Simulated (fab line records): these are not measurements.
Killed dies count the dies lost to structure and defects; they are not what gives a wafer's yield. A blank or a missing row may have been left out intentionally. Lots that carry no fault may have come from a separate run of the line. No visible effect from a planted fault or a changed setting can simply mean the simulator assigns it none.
What tool caused it? / flow n5Finfet / 12 lots with 34 wafers sampled at 5 steps, on a route of 1938 steps

== WHAT THE GAUGES SHOWED, per wafer ==
No reading from a measuring or inspecting step in the record can be judged against a usual standard deviation.

== EACH LOT AND THE TOOL THAT RAN IT (in order: tool; ch and the chambers of the sampled wafers; start) ==
lot=L645; N5_HKMG_FIN_STRIP_88=plasmaAsher-02 ch 1, day 4 08:01; N5_HKMG_FIN_STRIP_69=plasmaAsher-02 ch 1, day 4 09:13; N5_HKMG_FIN_ALD_72=cvdW-02 ch 0, day 4 09:57; N5_HKMG_FIN_W_FILL_22=cvdW-02 ch 0, day 4 10:01; N5_PASSIVATION_PROBE_49=-
lot=L646; N5_HKMG_FIN_STRIP_88=plasmaAsher-01 ch 0,1, day 4 13:39; N5_HKMG_FIN_STRIP_69=plasmaAsher-01 ch 0,1, day 4 14:50; N5_HKMG_FIN_ALD_72=cvdW-02 ch 0,1, day 4 15:35; N5_HKMG_FIN_W_FILL_22=cvdW-02 ch 0,1, day 4 15:38; N5_PASSIVATION_PROBE_49=-
lot=L647; N5_HKMG_FIN_STRIP_88=plasmaAsher-02 ch 0,1, day 4 21:01; N5_HKMG_FIN_STRIP_69=plasmaAsher-01 ch 0,1, day 4 22:11; N5_HKMG_FIN_ALD_72=cvdW-01 ch 0,1, day 4 22:56; N5_HKMG_FIN_W_FILL_22=cvdW-01 ch 0,1, day 4 23:00; N5_PASSIVATION_PROBE_49=-
lot=L648; N5_HKMG_FIN_STRIP_88=plasmaAsher-02 ch 0,1, day 5 00:35; N5_HKMG_FIN_STRIP_69=plasmaAsher-02 ch 0,1, day 5 01:47; N5_HKMG_FIN_ALD_72=cvdW-02 ch 0,1, day 5 02:33; N5_HKMG_FIN_W_FILL_22=cvdW-02 ch 0,1, day 5 02:37; N5_PASSIVATION_PROBE_49=-
lot=L654; N5_HKMG_FIN_STRIP_88=plasmaAsher-02 ch 0,1, day 6 11:15; N5_HKMG_FIN_STRIP_69=plasmaAsher-02 ch 0,1, day 6 12:26; N5_HKMG_FIN_ALD_72=cvdW-02 ch 0,1, day 6 13:11; N5_HKMG_FIN_W_FILL_22=cvdW-02 ch 0,1, day 6 13:15; N5_PASSIVATION_PROBE_49=-
lot=L655; N5_HKMG_FIN_STRIP_88=plasmaAsher-02 ch 1, day 6 18:19; N5_HKMG_FIN_STRIP_69=plasmaAsher-01 ch 0, day 6 19:32; N5_HKMG_FIN_ALD_72=cvdW-02 ch 0, day 6 20:10; N5_HKMG_FIN_W_FILL_22=cvdW-02 ch 0, day 6 20:13; N5_PASSIVATION_PROBE_49=prober-02, day 14 12:58
lot=L661; N5_HKMG_FIN_STRIP_88=plasmaAsher-01 ch 0,1, day 8 05:25; N5_HKMG_FIN_STRIP_69=plasmaAsher-01 ch 0,1, day 8 06:52; N5_HKMG_FIN_ALD_72=cvdW-01 ch 0,1, day 8 07:36; N5_HKMG_FIN_W_FILL_22=cvdW-01 ch 0,1, day 8 07:40; N5_PASSIVATION_PROBE_49=-
lot=L663; N5_HKMG_FIN_STRIP_88=plasmaAsher-02 ch 0,1, day 8 19:33; N5_HKMG_FIN_STRIP_69=plasmaAsher-02 ch 0,1, day 8 20:44; N5_HKMG_FIN_ALD_72=cvdW-01 ch 0,1, day 8 21:29; N5_HKMG_FIN_W_FILL_22=cvdW-01 ch 0,1, day 8 21:32; N5_PASSIVATION_PROBE_49=-
lot=L664; N5_HKMG_FIN_STRIP_88=plasmaAsher-01 ch 0,1, day 9 06:23; N5_HKMG_FIN_STRIP_69=plasmaAsher-02 ch 0,1, day 9 07:34; N5_HKMG_FIN_ALD_72=cvdW-01 ch 0,1, day 9 08:12; N5_HKMG_FIN_W_FILL_22=cvdW-01 ch 0,1, day 9 08:15; N5_PASSIVATION_PROBE_49=prober-02, day 18 13:11
lot=L666; N5_HKMG_FIN_STRIP_88=plasmaAsher-01 ch 0,1, day 9 18:46; N5_HKMG_FIN_STRIP_69=plasmaAsher-01 ch 0,1, day 9 19:56; N5_HKMG_FIN_ALD_72=cvdW-01 ch 0, day 9 20:41; N5_HKMG_FIN_W_FILL_22=cvdW-01 ch 0, day 9 20:45; N5_PASSIVATION_PROBE_49=-
lot=L667; N5_HKMG_FIN_STRIP_88=plasmaAsher-02 ch 0,1, day 9 19:34; N5_HKMG_FIN_STRIP_69=plasmaAsher-02 ch 0,1, day 9 20:46; N5_HKMG_FIN_ALD_72=cvdW-02 ch 0,1, day 9 21:31; N5_HKMG_FIN_W_FILL_22=cvdW-02 ch 0,1, day 9 21:34; N5_PASSIVATION_PROBE_49=-
lot=L668; N5_HKMG_FIN_STRIP_88=plasmaAsher-01 ch 0, day 10 02:18; N5_HKMG_FIN_STRIP_69=plasmaAsher-01 ch 0,1, day 10 03:32; N5_HKMG_FIN_ALD_72=cvdW-01 ch 0, day 10 04:17; N5_HKMG_FIN_W_FILL_22=cvdW-01 ch 0, day 10 04:21; N5_PASSIVATION_PROBE_49=-
- N5_HKMG_FIN_STRIP_88: strips in N2/H2, time 360 s.
- N5_HKMG_FIN_STRIP_69: strips in N2/H2, time 360 s.
- N5_HKMG_FIN_ALD_72: deposits W, target thk 2 nm, pulse time 1 s, purge time 2 s.
- N5_HKMG_FIN_W_FILL_22: material W, target thk 60 nm, time 18.2 s.
- N5_PASSIVATION_PROBE_49

== WHAT THE TOOLS THEMSELVES READ (means of the sampled wafers that have a number; where no wafer has one, the mark that the record gives instead) ==
N5_HKMG_FIN_STRIP_88. Usual: drypumpMotorCurrentA 5.7 A, standard deviation 0.43; heaterPowerW 492 W, standard deviation 43.
lot=L645; tool=plasmaAsher-02; drypumpMotorCurrentA (A)=5.7; heaterPowerW (W)=508; flag=
lot=L646; tool=plasmaAsher-01; drypumpMotorCurrentA (A)=5.4; heaterPowerW (W)=450; flag=
lot=L647; tool=plasmaAsher-02; drypumpMotorCurrentA (A)=6.2; heaterPowerW (W)=519; flag=
lot=L648; tool=plasmaAsher-02; drypumpMotorCurrentA (A)=6.0; heaterPowerW (W)=512; flag=
lot=L654; tool=plasmaAsher-02; drypumpMotorCurrentA (A)=5.9; heaterPowerW (W)=517; flag=
lot=L655; tool=plasmaAsher-02; drypumpMotorCurrentA (A)=5.7; heaterPowerW (W)=508; flag=
lot=L661; tool=plasmaAsher-01; drypumpMotorCurrentA (A)=5.5; heaterPowerW (W)=479; flag=
lot=L663; tool=plasmaAsher-02; drypumpMotorCurrentA (A)=6.2; heaterPowerW (W)=516; flag=
lot=L664; tool=plasmaAsher-01; drypumpMotorCurrentA (A)=5.5; heaterPowerW (W)=488; flag=
lot=L666; tool=plasmaAsher-01; drypumpMotorCurrentA (A)=5.4; heaterPowerW (W)=480; flag=
lot=L667; tool=plasmaAsher-02; drypumpMotorCurrentA (A)=6.0; heaterPowerW (W)=510; flag=
lot=L668; tool=plasmaAsher-01; drypumpMotorCurrentA (A)=5.5; heaterPowerW (W)=513; flag=

N5_HKMG_FIN_STRIP_69. Usual: drypumpMotorCurrentA 5.8 A, standard deviation 0.44; heaterPowerW 495 W, standard deviation 42.
lot=L645; tool=plasmaAsher-02; drypumpMotorCurrentA (A)=5.7; heaterPowerW (W)=506; flag=
lot=L646; tool=plasmaAsher-01; drypumpMotorCurrentA (A)=5.4; heaterPowerW (W)=450; flag=
lot=L647; tool=plasmaAsher-01; drypumpMotorCurrentA (A)=5.4; heaterPowerW (W)=486; flag=
lot=L648; tool=plasmaAsher-02; drypumpMotorCurrentA (A)=5.9; heaterPowerW (W)=511; flag=
lot=L654; tool=plasmaAsher-02; drypumpMotorCurrentA (A)=5.9; heaterPowerW (W)=522; flag=
lot=L655; tool=plasmaAsher-01; drypumpMotorCurrentA (A)=5.5; heaterPowerW (W)=502; flag=
lot=L661; tool=plasmaAsher-01; drypumpMotorCurrentA (A)=5.4; heaterPowerW (W)=485; flag=
lot=L663; tool=plasmaAsher-02; drypumpMotorCurrentA (A)=6.2; heaterPowerW (W)=531; flag=
lot=L664; tool=plasmaAsher-02; drypumpMotorCurrentA (A)=6.2; heaterPowerW (W)=522; flag=
lot=L666; tool=plasmaAsher-01; drypumpMotorCurrentA (A)=5.4; heaterPowerW (W)=486; flag=
lot=L667; tool=plasmaAsher-02; drypumpMotorCurrentA (A)=6.2; heaterPowerW (W)=521; flag=
lot=L668; tool=plasmaAsher-01; drypumpMotorCurrentA (A)=5.4; heaterPowerW (W)=455; flag=

N5_HKMG_FIN_ALD_72. Usual: heaterPowerOuterW 241 W, standard deviation 35; heaterPowerW 444 W, standard deviation 47; precursorPulseHeightRel 0.999, standard deviation 0.021; susceptorTempC 300.04 C, standard deviation 0.19.
lot=L645; tool=cvdW-02; heaterPowerOuterW (W)=233; heaterPowerW (W)=444; precursorPulseHeightRel=0.994; susceptorTempC (C)=300.18; flag=
lot=L646; tool=cvdW-02; heaterPowerOuterW (W)=236; heaterPowerW (W)=446; precursorPulseHeightRel=1.000; susceptorTempC (C)=300.05; flag=
lot=L647; tool=cvdW-01; heaterPowerOuterW (W)=274; heaterPowerW (W)=453; precursorPulseHeightRel=1.001; susceptorTempC (C)=300.12; flag=
lot=L648; tool=cvdW-02; heaterPowerOuterW (W)=235; heaterPowerW (W)=453; precursorPulseHeightRel=1.017; susceptorTempC (C)=299.88; flag=
lot=L654; tool=cvdW-02; heaterPowerOuterW (W)=234; heaterPowerW (W)=450; precursorPulseHeightRel=0.999; susceptorTempC (C)=300.07; flag=
lot=L655; tool=cvdW-02; heaterPowerOuterW (W)=233; heaterPowerW (W)=446; precursorPulseHeightRel=0.997; susceptorTempC (C)=300.13; flag=
lot=L661; tool=cvdW-01; heaterPowerOuterW (W)=236; heaterPowerW (W)=402; precursorPulseHeightRel=0.998; susceptorTempC (C)=299.99; flag=
lot=L663; tool=cvdW-01; heaterPowerOuterW (W)=274; heaterPowerW (W)=461; precursorPulseHeightRel=0.970; susceptorTempC (C)=300.07; flag=
lot=L664; tool=cvdW-01; heaterPowerOuterW (W)=271; heaterPowerW (W)=455; precursorPulseHeightRel=1.008; susceptorTempC (C)=299.96; flag=
lot=L666; tool=cvdW-01; heaterPowerOuterW (W)=194; heaterPowerW (W)=347; precursorPulseHeightRel=1.008; susceptorTempC (C)=299.96; flag=
lot=L667; tool=cvdW-02; heaterPowerOuterW (W)=240; heaterPowerW (W)=448; precursorPulseHeightRel=0.982; susceptorTempC (C)=300.05; flag=
lot=L668; tool=cvdW-01; heaterPowerOuterW (W)=194; heaterPowerW (W)=346; precursorPulseHeightRel=1.005; susceptorTempC (C)=300.10; flag=

N5_HKMG_FIN_W_FILL_22. Usual: heaterPowerOuterW 474 W, standard deviation 72; heaterPowerW 791 W, standard deviation 86; susceptorTempC 400.02 C, standard deviation 0.24; throttleValvePct 19.9 %, standard deviation 1.5.
lot=L645; tool=cvdW-02; heaterPowerOuterW (W)=466; heaterPowerW (W)=794; susceptorTempC (C)=400.46; throttleValvePct (%)=20.8; flag=
lot=L646; tool=cvdW-02; heaterPowerOuterW (W)=463; heaterPowerW (W)=797; susceptorTempC (C)=400.16; throttleValvePct (%)=20.7; flag=
lot=L647; tool=cvdW-01; heaterPowerOuterW (W)=547; heaterPowerW (W)=826; susceptorTempC (C)=399.89; throttleValvePct (%)=17.5; flag=
lot=L648; tool=cvdW-02; heaterPowerOuterW (W)=466; heaterPowerW (W)=798; susceptorTempC (C)=400.04; throttleValvePct (%)=20.7; flag=
lot=L654; tool=cvdW-02; heaterPowerOuterW (W)=463; heaterPowerW (W)=792; susceptorTempC (C)=399.89; throttleValvePct (%)=20.9; flag=
lot=L655; tool=cvdW-02; heaterPowerOuterW (W)=456; heaterPowerW (W)=781; susceptorTempC (C)=399.78; throttleValvePct (%)=20.8; flag=
lot=L661; tool=cvdW-01; heaterPowerOuterW (W)=465; heaterPowerW (W)=727; susceptorTempC (C)=400.20; throttleValvePct (%)=17.4; flag=
lot=L663; tool=cvdW-01; heaterPowerOuterW (W)=546; heaterPowerW (W)=804; susceptorTempC (C)=400.18; throttleValvePct (%)=17.7; flag=
lot=L664; tool=cvdW-01; heaterPowerOuterW (W)=542; heaterPowerW (W)=827; susceptorTempC (C)=399.87; throttleValvePct (%)=17.5; flag=
lot=L666; tool=cvdW-01; heaterPowerOuterW (W)=376; heaterPowerW (W)=605; susceptorTempC (C)=400.18; throttleValvePct (%)=17.5; flag=
lot=L667; tool=cvdW-02; heaterPowerOuterW (W)=459; heaterPowerW (W)=801; susceptorTempC (C)=400.13; throttleValvePct (%)=21.0; flag=
lot=L668; tool=cvdW-01; heaterPowerOuterW (W)=377; heaterPowerW (W)=617; susceptorTempC (C)=399.72; throttleValvePct (%)=17.7; flag=

N5_PASSIVATION_PROBE_49. Usual: killed_at_M0_to_M3 33, standard deviation 9.9; killed_at_M4_up 14, standard deviation 6.4; killedAtContacts 12, standard deviation 7; killedAtFrontEnd 41, standard deviation 13; killedAtOther 3.1, standard deviation 2.9; killedDies 103, standard deviation 20; killedOpen 67, standard deviation 14; killedShort 34, standard deviation 9.4.
lot=L655 tool=prober-02 killed_at_M0_to_M3=33 killed_at_M4_up=8 killedAtContacts=15 killedAtFrontEnd=36 killedAtOther=2.5 killedDies=95 killedOpen=56 killedShort=35 flag=
lot=L664 tool=prober-02 killed_at_M0_to_M3=33 killed_at_M4_up=15 killedAtContacts=4 killedAtFrontEnd=32 killedAtOther=2.7 killedDies=88 killedOpen=56 killedShort=31 flag=

== THE ANSWER, worked out from the rows above alone ==
Rule: a lot is off if the mean of its wafers that have a number lies more than 3 standard deviations from the usual mean. Also off: a lot with no number at a reading for which 4 or more lots have one. Any other lot the step has rows for is counted as sound. First the gauges in route order, then the tools' own readings, where a lot's mean is used as printed above. The first step at which some lot is off is used, and at that step the reading that is off furthest; a lot without a number counts as furthest.
None of the lots is off at any reading shown; this tells nothing.

== WHAT THE SIMULATOR PUT IN ==
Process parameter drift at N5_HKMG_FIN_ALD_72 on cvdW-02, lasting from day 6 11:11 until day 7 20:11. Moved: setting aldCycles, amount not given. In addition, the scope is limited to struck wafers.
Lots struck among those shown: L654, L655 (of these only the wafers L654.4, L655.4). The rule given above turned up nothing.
